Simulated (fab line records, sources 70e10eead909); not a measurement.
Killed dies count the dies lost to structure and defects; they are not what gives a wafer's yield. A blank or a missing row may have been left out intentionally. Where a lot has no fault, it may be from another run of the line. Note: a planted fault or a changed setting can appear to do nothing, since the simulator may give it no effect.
fab line records | flow nand-harc | part 2 of 2: steps 29 to 42 of 42
record: lots: 5 | wafers: 15 | last-day: 29
route steps=1302 shown A_ZERO_WELL@395 A_SOURCE_PLATE@413 A_ONON_D1@424
lots that met no fault: taken from a fault-free run of the same line
start-h: hours from the record's opening day to when the first of the lot's shown wafers began | wait-h: hours elapsed since this lot's preceding step | " unchanged from the row above | L1.1+2: several wafers, shown together as one row | - value missing, or start not given | * or withheld: withheld | < > ~ a bound
route shown NAME@n: NAME is a module with steps in the file, n the number in the route of the first one | usual: mean/standard deviation taken from wafers without a fault | same: alike in all rows | chamber/n: place in a boat | sites: readings site by site | _std_site: standard deviation of those values | _edge_site: inner sites' mean taken away from outer sites' mean | radius-mm: how far each site lies from the wafer's centre | mask NAME#n: copy n | behind: the most recent tool/chamber to have shaped the wafer | hold: why the lot was held/for how many hours/how that ended | device: the n, p or np transistor that did not switch | end of line: the same wafers' tests at the end of the route | a step given without rows: its recipe and nothing more | killed: the dies lost at the first sort to structure and to defects; this is not the yield of the wafer | map: shows each die of a wafer: x if killed, . if not, _ if none is there
set.NAME: the setting the step ran with; set.NAME@STEP: the setting that earlier step ran with | model.NAME: the simulator's own value behind a step, which no gauge read
lots seen at some steps along the route; tables by step, rows by wafer
services: the hour from which a tool's chamber was out of use, counted from the record's first day as start-h (under 0 if before that day), plus the number of hours and why
== steps ==
step: NHARC_A_ONON_D1_DEP_03
recipe: target-thk-a: 10000 | n2-flow-sccm: 2750 | n2o-flow-sccm: 2000 | nh3-flow-sccm: 500 | sih4-flow-sccm: 210 | temp-c: 400
lot.wafer  | tool          | chamber | start-h | wait-h
L076.4+5+6 | pecvd-onon-04 | 0       | 184.34  | 0.2
L079.2+5+6 | pecvd-onon-02 | 0       | 208.48  | 0.1
L081.1+2+4 | pecvd-onon-03 | 0       | 241.73  | 0.1
L085.2+3+5 | pecvd-onon-02 | 0       | 280.77  | 0.1
L089.1+2+4 | pecvd-onon-04 | 0       | 304.83  | 0.1
step: NHARC_A_ONON_D1_THK_MEAS_05
recipe: thk-meas-gauge: ellipsometry
usual: thk-nm: 999/9.8
lot.wafer | tool          | chamber | start-h | wait-h | thk-nm
L076.4    | film-metro-01 | -       | 184.68  | -      | 995
L076.5    | "             | -       | "       | "      | 995
L076.6    | "             | -       | "       | "      | 995
L079.2    | film-metro-01 | -       | 208.93  | -      | 994
L079.5    | "             | -       | "       | "      | 990
L079.6    | "             | -       | "       | "      | 993
L081.1    | film-metro-01 | -       | 242.24  | -      | 1005
L081.2    | "             | -       | "       | "      | 1003
L081.4    | "             | -       | "       | "      | 1004
L085.2    | film-metro-02 | -       | 281.22  | -      | 998
L085.3    | "             | -       | "       | "      | 995
L085.5    | "             | -       | "       | "      | 996
L089.1    | film-metro-02 | -       | 305.34  | -      | 996
L089.2    | "             | -       | "       | "      | 995
L089.4    | "             | -       | "       | "      | 995
step: NHARC_A_ONON_D1_DEP_06
recipe: target-thk-a: 10000 | n2-flow-sccm: 2750 | n2o-flow-sccm: 2000 | nh3-flow-sccm: 500 | sih4-flow-sccm: 210 | temp-c: 400
lot.wafer  | tool          | chamber | start-h | wait-h
L076.4+5+6 | pecvd-onon-02 | 0       | 184.91  | 0.2
L079.2+5+6 | pecvd-onon-03 | 0       | 209.04  | 0.1
L081.1+2+4 | pecvd-onon-03 | 0       | 242.29  | 0.1
L085.2+3+5 | pecvd-onon-04 | 0       | 281.33  | 0.1
L089.1+2+4 | pecvd-onon-02 | 0       | 305.39  | 0.1
step: NHARC_A_ONON_D1_THK_MEAS_08
recipe: thk-meas-gauge: ellipsometry
usual: thk-nm: 999/9.9
lot.wafer | tool          | chamber | start-h | wait-h | thk-nm
L076.4    | film-metro-01 | -       | 185.25  | -      | 1022
L076.5    | "             | -       | "       | "      | 1021
L076.6    | "             | -       | "       | "      | 1021
L079.2    | film-metro-01 | -       | 209.50  | -      | 1005
L079.5    | "             | -       | "       | "      | 1007
L079.6    | "             | -       | "       | "      | 1006
L081.1    | film-metro-02 | -       | 242.81  | -      | 995
L081.2    | "             | -       | "       | "      | 994
L081.4    | "             | -       | "       | "      | 995
L085.2    | film-metro-02 | -       | 281.79  | -      | 1006
L085.3    | "             | -       | "       | "      | 1007
L085.5    | "             | -       | "       | "      | 1006
L089.1    | film-metro-01 | -       | 305.91  | -      | 979
L089.2    | "             | -       | "       | "      | 980
L089.4    | "             | -       | "       | "      | 979
step: NHARC_A_ONON_D1_DEP_09
recipe: target-thk-a: 10000 | n2-flow-sccm: 2750 | n2o-flow-sccm: 2000 | nh3-flow-sccm: 500 | sih4-flow-sccm: 210 | temp-c: 400
lot.wafer  | tool          | chamber | start-h | wait-h
L076.4+5+6 | pecvd-onon-03 | 0       | 185.48  | 0.2
L079.2+5+6 | pecvd-onon-04 | 0       | 209.61  | 0.1
L081.1+2+4 | pecvd-onon-03 | 0       | 242.86  | 0.1
L085.2+3+5 | pecvd-onon-04 | 0       | 281.90  | 0.1
L089.1+2+4 | pecvd-onon-03 | 0       | 305.98  | 0.1
step: NHARC_A_ONON_D1_THK_MEAS_11
recipe: thk-meas-gauge: ellipsometry
usual: thk-nm: 994/14
lot.wafer | tool          | chamber | start-h | wait-h | thk-nm
L076.4    | film-metro-01 | -       | 185.81  | -      | 981
L076.5    | "             | -       | "       | "      | 980
L076.6    | "             | -       | "       | "      | 980
L079.2    | film-metro-01 | -       | 210.06  | -      | 965
L079.5    | "             | -       | "       | "      | 963
L079.6    | "             | -       | "       | "      | 965
L081.1    | film-metro-02 | -       | 243.37  | -      | 996
L081.2    | "             | -       | "       | "      | 995
L081.4    | "             | -       | "       | "      | 996
L085.2    | film-metro-02 | -       | 282.36  | -      | 991
L085.3    | "             | -       | "       | "      | 992
L085.5    | "             | -       | "       | "      | 990
L089.1    | film-metro-02 | -       | 306.49  | -      | 983
L089.2    | "             | -       | "       | "      | 985
L089.4    | "             | -       | "       | "      | 984
step: NHARC_A_ONON_D1_DEP_12
recipe: target-thk-a: 10000 | n2-flow-sccm: 2750 | n2o-flow-sccm: 2000 | nh3-flow-sccm: 500 | sih4-flow-sccm: 210 | temp-c: 400
lot.wafer  | tool          | chamber | start-h | wait-h
L076.4+5+6 | pecvd-onon-04 | 0       | 186.04  | 0.2
L079.2+5+6 | pecvd-onon-02 | 0       | 210.17  | 0.1
L081.1+2+4 | pecvd-onon-03 | 0       | 243.42  | 0.1
L085.2+3+5 | pecvd-onon-04 | 0       | 282.47  | 0.1
L089.1+2+4 | pecvd-onon-04 | 0       | 306.54  | 0.1
step: NHARC_A_ONON_D1_THK_MEAS_14
recipe: thk-meas-gauge: ellipsometry
usual: thk-nm: 996/8.9
lot.wafer | tool          | chamber | start-h | wait-h | thk-nm
L076.4    | film-metro-01 | -       | 186.38  | -      | 1008
L076.5    | "             | -       | "       | "      | 1009
L076.6    | "             | -       | "       | "      | 1010
L079.2    | film-metro-01 | -       | 210.62  | -      | 993
L079.5    | "             | -       | "       | "      | 994
L079.6    | "             | -       | "       | "      | 995
L081.1    | film-metro-02 | -       | 243.93  | -      | 1000
L081.2    | "             | -       | "       | "      | 1000
L081.4    | "             | -       | "       | "      | 999
L085.2    | film-metro-02 | -       | 282.92  | -      | 994
L085.3    | "             | -       | "       | "      | 995
L085.5    | "             | -       | "       | "      | 996
L089.1    | film-metro-02 | -       | 307.05  | -      | 996
L089.2    | "             | -       | "       | "      | 995
L089.4    | "             | -       | "       | "      | 992
step: NHARC_A_ONON_D1_ANNEAL_15
recipe: temp-c: 750 | time-s: 3600
lot.wafer  | tool       | chamber | start-h | wait-h
L076.4+5+6 | furnace-05 | 0       | 192.64  | 6.3
L079.2+5+6 | furnace-04 | 0       | 215.98  | 5.4
L081.1+2+4 | furnace-04 | 0       | 247.33  | 3.4
L085.2+3+5 | furnace-05 | 0       | 286.25  | 3.3
L089.1+2+4 | furnace-04 | 0       | 311.72  | 4.7
step: NHARC_A_ONON_D1_DEP_16
recipe: target-thk-a: 10000 | n2-flow-sccm: 2750 | n2o-flow-sccm: 2000 | nh3-flow-sccm: 500 | sih4-flow-sccm: 210 | temp-c: 400
lot.wafer  | tool          | chamber | start-h | wait-h
L076.4+5+6 | pecvd-onon-04 | 0       | 196.70  | 0.2
L079.2+5+6 | pecvd-onon-03 | 0       | 219.95  | 0.1
L081.1+2+4 | pecvd-onon-04 | 0       | 251.21  | 0.1
L085.2+3+5 | pecvd-onon-02 | 0       | 290.17  | 0.1
L089.1+2+4 | pecvd-onon-03 | 0       | 315.58  | 0.1
step: NHARC_A_ONON_D1_THK_MEAS_18
recipe: thk-meas-gauge: ellipsometry
usual: thk-nm: 1001/9.9
lot.wafer | tool          | chamber | start-h | wait-h | thk-nm
L076.4    | film-metro-01 | -       | 197.03  | -      | 996
L076.5    | "             | -       | "       | "      | 997
L076.6    | "             | -       | "       | "      | 997
L079.2    | film-metro-02 | -       | 220.40  | -      | 1001
L079.5    | "             | -       | "       | "      | 1001
L079.6    | "             | -       | "       | "      | 1001
L081.1    | film-metro-02 | -       | 251.72  | -      | 982
L081.2    | "             | -       | "       | "      | 982
L081.4    | "             | -       | "       | "      | 982
L085.2    | film-metro-01 | -       | 290.63  | -      | 1003
L085.3    | "             | -       | "       | "      | 1005
L085.5    | "             | -       | "       | "      | 1005
L089.1    | film-metro-01 | -       | 316.09  | -      | 1008
L089.2    | "             | -       | "       | "      | 1006
L089.4    | "             | -       | "       | "      | 1007
step: NHARC_A_ONON_D1_DEP_19
recipe: target-thk-a: 10000 | n2-flow-sccm: 2750 | n2o-flow-sccm: 2000 | nh3-flow-sccm: 500 | sih4-flow-sccm: 210 | temp-c: 400
lot.wafer  | tool          | chamber | start-h | wait-h
L076.4+5+6 | pecvd-onon-03 | 0       | 197.26  | 0.2
L079.2+5+6 | pecvd-onon-02 | 0       | 220.52  | 0.1
L081.1+2+4 | pecvd-onon-04 | 0       | 251.78  | 0.1
L085.2+3+5 | pecvd-onon-02 | 0       | 290.74  | 0.1
L089.1+2+4 | pecvd-onon-03 | 0       | 316.14  | 0.1
step: NHARC_A_ONON_D1_THK_MEAS_21
recipe: thk-meas-gauge: ellipsometry
usual: thk-nm: 1002/13
lot.wafer | tool          | chamber | start-h | wait-h | thk-nm
L076.4    | film-metro-01 | -       | 197.60  | -      | 978
L076.5    | "             | -       | "       | "      | 978
L076.6    | "             | -       | "       | "      | 978
L079.2    | film-metro-01 | -       | 220.97  | -      | 1016
L079.5    | "             | -       | "       | "      | 1015
L079.6    | "             | -       | "       | "      | 1017
L081.1    | film-metro-02 | -       | 252.29  | -      | 1005
L081.2    | "             | -       | "       | "      | 1005
L081.4    | "             | -       | "       | "      | 1003
L085.2    | film-metro-02 | -       | 291.20  | -      | 986
L085.3    | "             | -       | "       | "      | 986
L085.5    | "             | -       | "       | "      | 986
L089.1    | film-metro-01 | -       | 316.65  | -      | 972
L089.2    | "             | -       | "       | "      | 973
L089.4    | "             | -       | "       | "      | 973
step: NHARC_A_ONON_D1_DEP_22
recipe: target-thk-a: 10000 | n2-flow-sccm: 2750 | n2o-flow-sccm: 2000 | nh3-flow-sccm: 500 | sih4-flow-sccm: 210 | temp-c: 400
lot.wafer  | tool          | chamber | start-h | wait-h
L076.4+5+6 | pecvd-onon-04 | 0       | 197.83  | 0.2
L079.2+5+6 | pecvd-onon-04 | 0       | 221.09  | 0.1
L081.1+2+4 | pecvd-onon-02 | 0       | 252.35  | 0.1
L085.2+3+5 | pecvd-onon-04 | 0       | 291.31  | 0.1
L089.1+2+4 | pecvd-onon-03 | 0       | 316.70  | 0.1
== services ==
tool           | chamber | start-h | hours | kind
rie-si-06      | 2       | 137.18  | 6.5   | repair
lpcvd-poly-01  | -       | 138.85  | 9.7   | repair
wet-bench-07   | -       | 145.37  | 3.3   | repair
wet-bench-07   | -       | 160.00  | 8.0   | pm
rie-diel-07    | 3       | 184.65  | 4.8   | repair
pecvd-onon-02  | -       | 185.09  | 13.0  | pm
pecvd-onon-03  | -       | 186.71  | 2.8   | repair
wet-bench-06   | -       | 193.60  | 8.0   | pm
furnace-01     | -       | 201.13  | 1.1   | repair
pvd-sputter-03 | -       | 205.36  | 10.0  | pm
krf-scanner-02 | -       | 207.22  | 2.4   | repair
rie-diel-07    | 2       | 208.69  | 2.3   | repair
litho-track-02 | -       | 227.00  | 7.0   | pm
pecvd-onon-03  | -       | 227.00  | 13.0  | pm
wet-bench-04   | -       | 227.26  | 8.0   | pm
pecvd-onon-04  | -       | 241.68  | 7.7   | repair
litho-track-07 | -       | 251.00  | 7.0   | pm
wet-bench-04   | -       | 255.62  | 8.2   | repair
wet-bench-05   | -       | 260.84  | 8.0   | pm
krf-scanner-02 | -       | 266.00  | 4.0   | pm
litho-track-03 | -       | 275.00  | 7.0   | pm
rie-diel-07    | -       | 294.22  | 9.0   | pm
furnace-03     | -       | 297.14  | 26.0  | pm
pecvd-onon-04  | -       | 311.91  | 13.0  | pm
